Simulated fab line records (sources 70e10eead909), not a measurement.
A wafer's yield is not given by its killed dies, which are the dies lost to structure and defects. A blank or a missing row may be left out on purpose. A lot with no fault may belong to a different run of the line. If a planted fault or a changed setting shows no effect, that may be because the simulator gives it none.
fab line records + flow nandHarc
[record]
- lots = 13
- wafers = 39
- lastDay = 33
route steps=1302 shown P_M1@310 P_M2@325 END@1302
lots that met no fault: taken from a fault-free run of the same line
startH: hours from the record's first day to the start of the lot's first wafer shown + waitH: hours since the lot's step before + " the same as in the row above + L1.1+2: a row that stands for several wafers + - either no value or no given start + * or withheld: withheld + < > ~ a bound
route shown NAME@n: a module of which the file shows steps, and the number in the route of the first + usual: mean/standard deviation taken from wafers without a fault + same: alike in all rows + chamber/n: place in a boat + sites: per-site readings + _std_site: the standard deviation of these + _edge_site: the outer-site mean with the inner-site mean subtracted + radiusMm: how far each site lies from the wafer's centre + mask NAME#n: copy n + behind: the tool/chamber that last shaped the wafer + hold: reason for holding the lot/hours on hold/outcome of the hold + device: the transistor (n, p or np) that didn't switch + end of line: the same wafers' tests at the end of the route + step lacking rows: just its recipe + killed: count of dies lost to structure and defects at first sort (not the wafer's yield) + map: a wafer's dies, marking killed ones x, the rest . and places with no die _
set.NAME: the setting that was run; set.NAME@STEP: the one run at that earlier step + model.NAME: the simulator's own value behind a step, which no gauge read
steps of the route over a sample of lots; a table a step, a row a wafer
services: when a tool's chamber went out of use (startH, in hours from the record's first day, below 0 if earlier), for how many hours, and the reason
[[steps]]
[step NHARC_P_M1_ANNEAL_31]
[recipe]
- tempC = 225
- timeS = 90
[usual]
- annealTempC = 225.01/0.18
- wafer_temp_C_max = 226.21/0.29
| lot.wafer | tool         | chamber | startH | waitH | annealTempC | wafer_temp_C_max |
|-----------|--------------|---------|--------|-------|-------------|------------------|
| L770.2    | rtpAnneal-01 | 0       | 131.71 | -     | 225.07      | 226.11           |
| L770.3    | "            | 0       | "      | "     | 225.40      | 226.30           |
| L770.4    | "            | 0       | "      | "     | 225.12      | 226.48           |
| L771.1    | rtpAnneal-02 | 0       | 140.14 | 0.3   | 225.23      | 226.07           |
| L771.2    | "            | 0       | "      | "     | 225.29      | 226.05           |
| L771.4    | "            | 0       | "      | "     | 225.04      | 226.23           |
| L772.1    | rtpAnneal-02 | 0       | 144.90 | -     | 224.79      | 225.81           |
| L772.3    | "            | 0       | "      | "     | 224.82      | 226.07           |
| L772.5    | "            | 0       | "      | "     | 224.32      | 225.92           |
| L773.1    | rtpAnneal-01 | 0       | 156.25 | 0.3   | 224.85      | 226.58           |
| L773.3    | "            | 0       | "      | "     | 225.13      | 226.37           |
| L773.4    | "            | 0       | "      | "     | 224.73      | 226.46           |
| L774.1    | rtpAnneal-02 | 0       | 176.55 | -     | 225.23      | 226.74           |
| L774.3    | "            | 0       | "      | "     | 225.21      | 225.92           |
| L774.6    | "            | 0       | "      | "     | 225.12      | 226.03           |
| L777.1    | rtpAnneal-02 | 0       | 207.34 | -     | 225.03      | 226.77           |
| L777.3    | "            | 0       | "      | "     | 224.93      | 226.09           |
| L777.4    | "            | 0       | "      | "     | 225.09      | 226.34           |
| L782.1    | rtpAnneal-02 | 0       | 245.56 | -     | 225.02      | 225.76           |
| L782.2    | "            | 0       | "      | "     | 225.37      | 225.69           |
| L782.4    | "            | 0       | "      | "     | 225.13      | 226.04           |
| L784.3    | rtpAnneal-02 | 0       | 271.02 | 0.3   | 224.95      | 226.06           |
| L784.5    | "            | 0       | "      | "     | 224.95      | 225.98           |
| L784.6    | "            | 0       | "      | "     | 224.88      | 226.40           |
| L783.1    | rtpAnneal-01 | 0       | 273.55 | -     | 224.99      | 226.10           |
| L783.3    | "            | 0       | "      | "     | 225.02      | 226.19           |
| L783.6    | "            | 0       | "      | "     | 225.03      | 225.98           |
| L786.4    | rtpAnneal-02 | 0       | 290.40 | 0.5   | 224.97      | 226.11           |
| L786.5    | "            | 0       | "      | "     | 224.94      | 226.24           |
| L786.6    | "            | 0       | "      | "     | 225.04      | 226.01           |
| L788.2    | rtpAnneal-01 | 0       | 305.16 | 0.3   | 225.09      | 227.02           |
| L788.4    | "            | 0       | "      | "     | 224.94      | 226.54           |
| L788.6    | "            | 0       | "      | "     | 224.98      | 226.18           |
| L791.1    | rtpAnneal-01 | 0       | 333.21 | -     | 225.31      | 226.60           |
| L791.3    | "            | 0       | "      | "     | 225.07      | 226.07           |
| L791.5    | "            | 0       | "      | "     | 224.99      | 226.10           |
| L793.2    | rtpAnneal-01 | 0       | 355.53 | 0.4   | 224.86      | 226.10           |
| L793.3    | "            | 0       | "      | "     | 224.81      | 226.06           |
| L793.4    | "            | 0       | "      | "     | 224.90      | 226.32           |
[step NHARC_P_M2_EXPOSE_06]
[recipe]
- na = 1.35
- targetCdNm = 170
- doseMj = 80.78
- maskId = P_M2
[same]
- na = 1.35
| lot.wafer  | tool           | chamber | startH | waitH | mask   |
|------------|----------------|---------|--------|-------|--------|
| L770.2+3+4 | arfiScanner-03 | 0       | 133.75 | -     | P_M2#0 |
| L771.1+2+4 | arfiScanner-03 | 0       | 142.23 | -     | P_M2#0 |
| L772.1+3+5 | arfiScanner-03 | 0       | 147.02 | -     | P_M2#0 |
| L773.1+3+4 | arfiScanner-01 | 0       | 158.35 | -     | P_M2#0 |
| L774.1+3+6 | arfiScanner-03 | 0       | 178.62 | -     | P_M2#0 |
| L777.1+3+4 | arfiScanner-03 | 0       | 209.40 | -     | P_M2#0 |
| L782.1+2+4 | arfiScanner-01 | 0       | 247.63 | -     | P_M2#0 |
| L784.3+5+6 | arfiScanner-03 | 0       | 272.97 | -     | P_M2#0 |
| L783.1+3+6 | arfiScanner-03 | 0       | 275.48 | -     | P_M2#0 |
| L786.4+5+6 | arfiScanner-01 | 0       | 292.59 | -     | P_M2#0 |
| L788.2+4+6 | arfiScanner-01 | 0       | 307.21 | -     | P_M2#0 |
| L791.1+3+5 | arfiScanner-01 | 0       | 335.28 | -     | P_M2#0 |
| L793.2+3+4 | arfiScanner-02 | 0       | 357.55 | -     | P_M2#0 |
[step NHARC_P_M2_OVL_MEAS_10]
[recipe]
- pitchNm = 340
[usual]
- overlayXNm = 0.3/0.66
- overlayYNm = -0.2/0.78
| lot.wafer | tool       | chamber | startH | waitH | hold                    | overlayXNm | overlayYNm |
|-----------|------------|---------|--------|-------|-------------------------|------------|------------|
| L770.2    | overlay-02 | -       | 133.98 | -     | -                       | 0.8        | -0.5       |
| L770.3    | "          | -       | "      | "     | -                       | 1.6        | 0.1        |
| L770.4    | "          | -       | "      | "     | -                       | 0.9        | -0.1       |
| L771.1    | overlay-02 | -       | 142.46 | -     | -                       | -0.2       | -0.6       |
| L771.2    | "          | -       | "      | "     | -                       | -0.1       | -0.2       |
| L771.4    | "          | -       | "      | "     | -                       | 0.1        | -0.4       |
| L772.1    | overlay-01 | -       | 147.25 | -     | -                       | -0.2       | 0.1        |
| L772.3    | "          | -       | "      | "     | -                       | -0.2       | 0.0        |
| L772.5    | "          | -       | "      | "     | -                       | -0.2       | 0.5        |
| L773.1    | overlay-02 | -       | 158.58 | -     | -                       | -0.4       | -0.5       |
| L773.3    | "          | -       | "      | "     | -                       | -0.5       | 0.3        |
| L773.4    | "          | -       | "      | "     | -                       | -0.1       | 0.3        |
| L774.1    | overlay-01 | -       | 178.84 | -     | -                       | 1.0        | 0.5        |
| L774.3    | "          | -       | "      | "     | -                       | 1.0        | 0.6        |
| L774.6    | "          | -       | "      | "     | -                       | 0.8        | 0.5        |
| L777.1    | overlay-02 | -       | 209.63 | -     | awaitDispo/0.2h/release | 38.4       | -0.7       |
| L777.3    | "          | -       | "      | "     | awaitDispo/0.2h/release | 38.4       | -0.5       |
| L777.4    | "          | -       | "      | "     | awaitDispo/0.2h/release | 37.9       | -0.6       |
| L777.1    | overlay-02 | -       | 209.80 | 0.2   | -                       | 38.1       | -0.5       |
| L777.3    | "          | -       | "      | "     | -                       | 37.5       | -0.9       |
| L777.4    | "          | -       | "      | "     | -                       | 38.1       | -0.6       |
| L782.1    | overlay-01 | -       | 247.86 | -     | -                       | 0.9        | -0.8       |
| L782.2    | "          | -       | "      | "     | -                       | 0.6        | -1.1       |
| L782.4    | "          | -       | "      | "     | -                       | 0.2        | -0.6       |
| L784.3    | overlay-02 | -       | 273.19 | -     | awaitDispo/0.2h/release | 37.4       | 1.1        |
| L784.5    | "          | -       | "      | "     | awaitDispo/0.2h/release | 37.6       | 0.4        |
| L784.6    | "          | -       | "      | "     | awaitDispo/0.2h/release | 37.4       | 0.7        |
| L784.3    | overlay-02 | -       | 273.36 | 0.2   | -                       | 37.6       | 0.9        |
| L784.5    | "          | -       | "      | "     | -                       | 36.9       | 0.8        |
| L784.6    | "          | -       | "      | "     | -                       | 37.6       | 0.8        |
| L783.1    | overlay-01 | -       | 275.71 | -     | awaitDispo/0.2h/release | 38.0       | 0.6        |
| L783.3    | "          | -       | "      | "     | awaitDispo/0.2h/release | 38.3       | 0.9        |
| L783.6    | "          | -       | "      | "     | awaitDispo/0.2h/release | 38.0       | 0.8        |
| L783.1    | overlay-01 | -       | 275.88 | 0.2   | -                       | 38.3       | 0.5        |
| L783.3    | "          | -       | "      | "     | -                       | 38.1       | 0.7        |
| L783.6    | "          | -       | "      | "     | -                       | 38.1       | 0.3        |
| L786.4    | overlay-02 | -       | 292.80 | -     | -                       | 0.0        | -0.6       |
| L786.5    | "          | -       | "      | "     | -                       | 0.7        | 0.0        |
| L786.6    | "          | -       | "      | "     | -                       | 0.4        | -0.2       |
| L788.2    | overlay-02 | -       | 307.45 | -     | -                       | 1.1        | -1.7       |
| L788.4    | "          | -       | "      | "     | -                       | 1.3        | -2.6       |
| L788.6    | "          | -       | "      | "     | -                       | 1.9        | -2.2       |
| L791.1    | overlay-02 | -       | 335.50 | -     | -                       | -0.1       | 0.2        |
| L791.3    | "          | -       | "      | "     | -                       | 0.0        | 0.7        |
| L791.5    | "          | -       | "      | "     | -                       | -0.6       | 0.9        |
| L793.2    | overlay-02 | -       | 357.77 | -     | -                       | -1.0       | -0.1       |
| L793.3    | "          | -       | "      | "     | -                       | -0.4       | 0.1        |
| L793.4    | "          | -       | "      | "     | -                       | -0.7       | -0.1       |
[step NHARC_P_M2_DESCUM_14]
[recipe]
- timeS = 3
- o2FlowSccm = 200
- arFlowSccm = 0
- biasPowerW = 0
- chemistry = O2
[usual]
- drypumpMotorCurrentA = 5.8/0.39
- mfcArSccm = 0.010/0.015
- oesProductAu = 0.996/0.014
- rfVppV = 57.9/0.87
- showerheadPlenumPTorr = 1.91/0.058
- throttleValvePct = 11.312/0.0097
| lot.wafer | tool       | chamber | startH | waitH | drypumpMotorCurrentA | mfcArSccm | oesProductAu | rfHoursCounterH | rfVppV | showerheadPlenumPTorr | throttleValvePct |
|-----------|------------|---------|--------|-------|----------------------|-----------|--------------|-----------------|--------|-----------------------|------------------|
| L770.3    | rieDiel-02 | 3       | 134.07 | 0.1   | 5.9                  | 0         | 0.987        | 4.4             | 59.5   | 1.92                  | 11.317           |
| L770.4    | "          | 1       | "      | "     | 6.1                  | 0.039     | 0.990        | 3.9             | 59.5   | 1.98                  | 11.309           |
| L770.2    | "          | 2       | "      | "     | 5.4                  | 0.000     | 1.005        | 3.9             | 57.4   | 1.89                  | 11.314           |
| L771.1    | rieDiel-05 | 2       | 142.55 | 0.1   | 6.1                  | 0         | 0.991        | 4.4             | 57.0   | 2.01                  | 11.302           |
| L771.4    | "          | 3       | "      | "     | 6.1                  | 0         | 1.024        | 4.3             | 57.2   | 1.87                  | 11.301           |
| L771.2    | "          | 0       | "      | "     | 6.0                  | 0.021     | 1.013        | 4.5             | 57.0   | 1.82                  | 11.319           |
| L772.1    | rieDiel-05 | 3       | 147.35 | 0.1   | 6.1                  | 0         | 1.014        | 4.3             | 56.6   | 1.87                  | 11.306           |
| L772.3    | "          | 2       | "      | "     | 6.1                  | 0         | 0.983        | 4.5             | 59.1   | 2.01                  | 11.313           |
| L772.5    | "          | 0       | "      | "     | 6.0                  | 0.021     | 1.000        | -               | 59.0   | 1.82                  | 11.318           |
| L773.4    | rieDiel-05 | 1       | 158.68 | 0.1   | 5.3                  | 0.015     | 1.002        | 5.8             | 57.5   | 1.96                  | 11.314           |
| L773.3    | "          | 2       | "      | "     | 6.1                  | 0         | 0.992        | 5.1             | 57.9   | 2.01                  | 11.301           |
| L773.1    | "          | 0       | "      | "     | 6.0                  | 0.021     | 1.013        | 5.7             | 55.9   | 1.82                  | 11.298           |
| L774.3    | rieDiel-02 | 1       | 178.95 | 0.1   | 6.0                  | 0.039     | 1.000        | 5.6             | 57.5   | 1.97                  | 11.324           |
| L774.1    | "          | 3       | "      | "     | 5.9                  | 0         | 0.975        | 5.7             | 59.0   | 1.92                  | 11.293           |
| L774.6    | "          | 1       | "      | "     | 6.1                  | 0.039     | 0.985        | -               | 58.6   | 1.97                  | 11.309           |
| L782.4    | rieDiel-02 | 1       | 247.96 | 0.1   | 6.1                  | 0.039     | 0.993        | 1.1             | 58.0   | 1.97                  | 11.311           |
| L782.1    | "          | 2       | "      | "     | 5.4                  | 0.000     | 0.990        | 1.4             | 56.5   | 1.89                  | 11.323           |
| L782.2    | "          | 3       | "      | "     | 5.9                  | 0         | 0.990        | 1.3             | 59.0   | 1.92                  | 11.311           |
| L786.4    | rieDiel-05 | 0       | 292.91 | 0.1   | 6.0                  | 0.021     | 1.018        | 3.6             | 57.4   | 1.82                  | 11.312           |
| L786.5    | "          | 3       | "      | "     | 6.1                  | 0         | 1.021        | -               | 59.4   | 1.87                  | 11.314           |
| L786.6    | "          | 0       | "      | "     | 6.0                  | 0.021     | 1.016        | -               | 57.5   | 1.82                  | 11.307           |
| L788.2    | rieDiel-02 | 0       | 307.55 | 0.1   | 5.6                  | 0         | 1.018        | 3.6             | 58.8   | 1.89                  | 11.324           |
| L788.4    | "          | 2       | "      | "     | 5.4                  | 0.000     | 0.974        | 4.3             | 58.4   | 1.89                  | 11.308           |
| L788.6    | "          | 3       | "      | "     | 5.9                  | 0         | 0.977        | -               | 58.2   | 1.92                  | 11.316           |
| L791.3    | rieDiel-02 | 1       | 335.61 | 0.1   | 6.1                  | 0.039     | 0.969        | 5.2             | 58.6   | 1.97                  | 11.326           |
| L791.1    | "          | 2       | "      | "     | 5.4                  | 0.000     | 0.999        | 5.9             | 57.5   | 1.89                  | 11.313           |
| L791.5    | "          | 1       | "      | "     | 6.1                  | 0.039     | 0.983        | -               | 59.1   | 1.97                  | 11.312           |
| L793.3    | rieDiel-02 | 1       | 357.87 | 0.1   | 6.1                  | 0.039     | 0.969        | 7.0             | 57.4   | 1.97                  | 11.316           |
| L793.2    | "          | 2       | "      | "     | 5.4                  | 0.000     | 0.974        | 7.5             | 57.6   | 1.89                  | 11.327           |
| L793.4    | "          | 0       | "      | "     | 5.6                  | 0         | 1.005        | -               | 59.2   | 1.89                  | 11.320           |
[step NHARC_P_M2_CMP_23]
[recipe]
- tOverpolishS = 20
- targetThkNm = 144.3
[usual]
- motorCurrentA = 11.6/1.4
- timeToEndpointS = 28/3.9
| lot.wafer | tool   | chamber | startH | waitH | motorCurrentA | timeToEndpointS |
|-----------|--------|---------|--------|-------|---------------|-----------------|
| L770.4    | cmp-03 | 1       | 136.21 | -     | 12.2          | 31              |
| L770.3    | "      | 2       | "      | "     | 12.5          | 27              |
| L770.2    | "      | 3       | "      | "     | 9.9           | 21              |
| L771.4    | cmp-04 | 0       | 144.90 | -     | 10.3          | 21              |
| L771.2    | "      | 2       | "      | "     | 11.1          | 24              |
| L771.1    | "      | 3       | "      | "     | 12.2          | 23              |
| L772.3    | cmp-02 | 0       | 149.46 | -     | 10.4          | 29              |
| L772.1    | "      | 1       | "      | "     | 11.8          | 31              |
| L772.5    | "      | 0       | "      | "     | 9.7           | 30              |
| L773.4    | cmp-04 | 1       | 160.95 | -     | 13.9          | 22              |
| L773.1    | "      | 2       | "      | "     | 11.7          | 27              |
| L773.3    | "      | 3       | "      | "     | 11.5          | 25              |
| L774.1    | cmp-04 | 1       | 181.14 | -     | 13.5          | 27              |
| L774.3    | "      | 2       | "      | "     | 11.0          | 27              |
| L774.6    | "      | 1       | "      | "     | 14.9          | 28              |
| L782.1    | cmp-04 | 1       | 250.08 | -     | 15.2          | 27              |
| L782.4    | "      | 3       | "      | "     | 11.7          | 28              |
| L782.2    | "      | 0       | "      | "     | 10.4          | 27              |
| L786.4    | cmp-04 | 1       | 295.12 | -     | 13.4          | 28              |
| L786.5    | "      | 2       | "      | "     | 11.8          | 30              |
| L786.6    | "      | 3       | "      | "     | 11.3          | 29              |
| L788.4    | cmp-03 | 3       | 309.98 | -     | 9.5           | 26              |
| L788.2    | "      | 1       | "      | "     | 12.6          | 35              |
| L788.6    | "      | 3       | "      | "     | 9.2           | 24              |
| L791.3    | cmp-04 | 1       | 338.13 | -     | 14.6          | 24              |
| L791.1    | "      | 3       | "      | "     | 12.1          | 25              |
| L791.5    | "      | 1       | "      | "     | 14.7          | 26              |
| L793.4    | cmp-03 | 3       | 360.01 | -     | 9.4           | 26              |
| L793.3    | "      | 0       | "      | "     | 10.5          | 39              |
| L793.2    | "      | 2       | "      | "     | 13.0          | 34              |
[step NHARC_END_SORT_01]
[recipe]
- tempC = 25
[usual]
- defectLimitedYield = 91.5/2.7
- killedAtArray = 52/19
- killedAtOther = 0.9/1.3
- killedAtPeriphery = 4/3.1
- killedDies = 57/18
- killedOpen = 3.2/1.7
- killedShort = 2.3/1.4
- sort_bin_2_pct = 2.9/1.2
- sort_bin_3_pct = 0.6/0.42
- sort_bin_4_pct = 4.9/1.5
- sortNPass = 620/18
- sortRimYieldPct = 93/4.3
- sortYieldPct = 91.5/2.7
[same]
- grossDies = 677
- sort_bin_5_pct[%] = 0
- sort_bin_6_pct[%] = 0
- sort_bin_7_pct[%] = 0
- sort_bin_8_pct[%] = 0
- sortRimNGross = 106.00
| lot.wafer | tool      | chamber | startH | waitH | defectLimitedYield[%] | killedAtArray | killedAtOther | killedAtPeriphery | killedDies | killedOpen | killedShort | sort_bin_2_pct[%] | sort_bin_3_pct[%] | sort_bin_4_pct[%] | sortNPass | sortRimYieldPct[%] | sortYieldPct[%] |
|-----------|-----------|---------|--------|-------|-----------------------|---------------|---------------|-------------------|------------|------------|-------------|-------------------|-------------------|-------------------|-----------|--------------------|-----------------|
| L788.2    | prober-02 | 0       | 739.00 | 2.8   | 91.3                  | 57            | 0             | 2                 | 59         | 2          | 2           | 2.8               | 0.7               | 5.2               | 618       | 99                 | 91.3            |
| L786.4    | prober-01 | 0       | 748.28 | 3.4   | 93.1                  | 41            | 0             | 6                 | 47         | 2          | 2           | 2.4               | 0.4               | 4.1               | 630       | 94                 | 93.1            |
| L786.5    | prober-01 | 0       | 749.08 | 3.7   | 92.2                  | 51            | 0             | 2                 | 53         | 3          | 4           | 2.5               | 0.3               | 5.0               | 624       | 97                 | 92.2            |
| L786.6    | prober-01 | 0       | 749.88 | 4.0   | 93.9                  | 36            | 1             | 4                 | 41         | 6          | 4           | 2.7               | 0.1               | 3.2               | 636       | 92                 | 93.9            |
// killed by level:class
L788.2 A_SLIT:chamberFilmFlake=31 A_CHANNEL_HOLE_D1:chamberFilmFlake=10 A_CONTACT:chamberFilmFlake=8 P_GATE:geometricParticle:open=1 P_M0:geometricParticle:short=1 A_CHANNEL_FILL_D1:geometricParticle:short=1 A_ONON_D2:geometricParticle:open=1 A_ZERO_WELL:chamberFilmFlake=1
L786.4 A_CHANNEL_HOLE_D2:chamberFilmFlake=23 A_CHANNEL_HOLE_D1:chamberFilmFlake=5 A_CONTACT:chamberFilmFlake=5 A_SLIT:chamberFilmFlake=3 P_M1:chamberFilmFlake=2 P_BONDPAD:chamberFilmFlake=2 P_GATE:geometricParticle:short=1 A_CHANNEL_FILL_D1:geometricParticle:open=1
L786.5 A_CHANNEL_HOLE_D2:chamberFilmFlake=20 A_CONTACT:chamberFilmFlake=8 A_SLIT:chamberFilmFlake=6 A_CHANNEL_HOLE_D1:chamberFilmFlake=5 A_CHANNEL_FILL_D1:chamberFilmFlake=2 A_WL_FILL:chamberFilmFlake=2 A_CHANNEL_FILL_D1:geometricParticle:open=1 A_DECK1_JOINT:geometricParticle:open=1
L786.6 A_SLIT:chamberFilmFlake=8 A_CHANNEL_HOLE_D2:chamberFilmFlake=7 A_CHANNEL_HOLE_D1:chamberFilmFlake=5 A_CONTACT:chamberFilmFlake=5 A_DECK1_JOINT:geometricParticle:open=3 P_M1:chamberFilmFlake=3 A_WL_FILL:geometricParticle:short=2 A_CHANNEL_FILL_D1:geometricParticle:open=1
[[services]]
| tool           | chamber | startH | hours | kind   |
|----------------|---------|--------|-------|--------|
| cmp-04         | -       | 111.00 | 4.0   | pm     |
| arfiScanner-03 | -       | 111.17 | 8.9   | repair |
| cmp-03         | -       | 122.60 | 5.3   | repair |
| arfiScanner-01 | -       | 132.99 | 20.4  | repair |
| cmp-04         | -       | 155.29 | 2.4   | repair |
| arfiScanner-01 | -       | 183.87 | 4.2   | repair |
| rieDiel-05     | -       | 190.68 | 2.6   | repair |
| arfiScanner-03 | -       | 196.00 | 4.0   | pm     |
| cmp-03         | -       | 197.01 | 4.0   | pm     |
| cmp-03         | -       | 206.98 | 0.6   | repair |
| cmp-04         | -       | 209.00 | 4.0   | pm     |
| arfiScanner-01 | -       | 210.08 | 0.2   | repair |
| rieDiel-02     | -       | 216.70 | 9.0   | pm     |
| rieDiel-05     | -       | 229.65 | 9.0   | pm     |
| cmp-03         | -       | 244.37 | 1.5   | repair |
| arfiScanner-03 | -       | 244.73 | 1.3   | repair |
| rieDiel-05     | 1       | 254.30 | 11.8  | repair |
| rieDiel-02     | 3       | 254.78 | 8.2   | repair |
| arfiScanner-01 | -       | 257.94 | 4.0   | pm     |
| rieDiel-02     | 3       | 294.24 | 3.5   | repair |
| cmp-04         | -       | 307.00 | 4.0   | pm     |
| arfiScanner-03 | -       | 312.58 | 1.9   | repair |
| arfiScanner-01 | -       | 349.71 | 1.9   | repair |
| rieDiel-02     | 3       | 353.74 | 5.9   | repair |
[[key]]
[firstSign]
- step = NHARC_P_M2_OVL_MEAS_10
- reading = visit
- direction = added
[effect]
- step = NHARC_P_M2_OVL_MEAS_10
- reading = overlayXNm
- direction = up
- sigmas = 57
- usual = 0.3
- struck = 37.9
metAt NHARC_P_M2_EXPOSE_06
struckLots L777,L783,L784
scrappedBehind NHARC_P_M2_OVL_MEAS_10 L777.1,L777.3,L777.4,L783.1,L783.3,L783.6,L784.3,L784.5,L784.6
notActingAt NHARC_P_M1_ANNEAL_31,NHARC_P_M2_DESCUM_14,NHARC_P_M2_CMP_23
onsetBetween 178.62 209.40
[fault]
- kind = scannerMatchingOverlay
- tool = arfiScanner-03
- chamber = -
- onsetH = 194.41
- steps = NHARC_P_M2_EXPOSE_06
- offset = 37.674
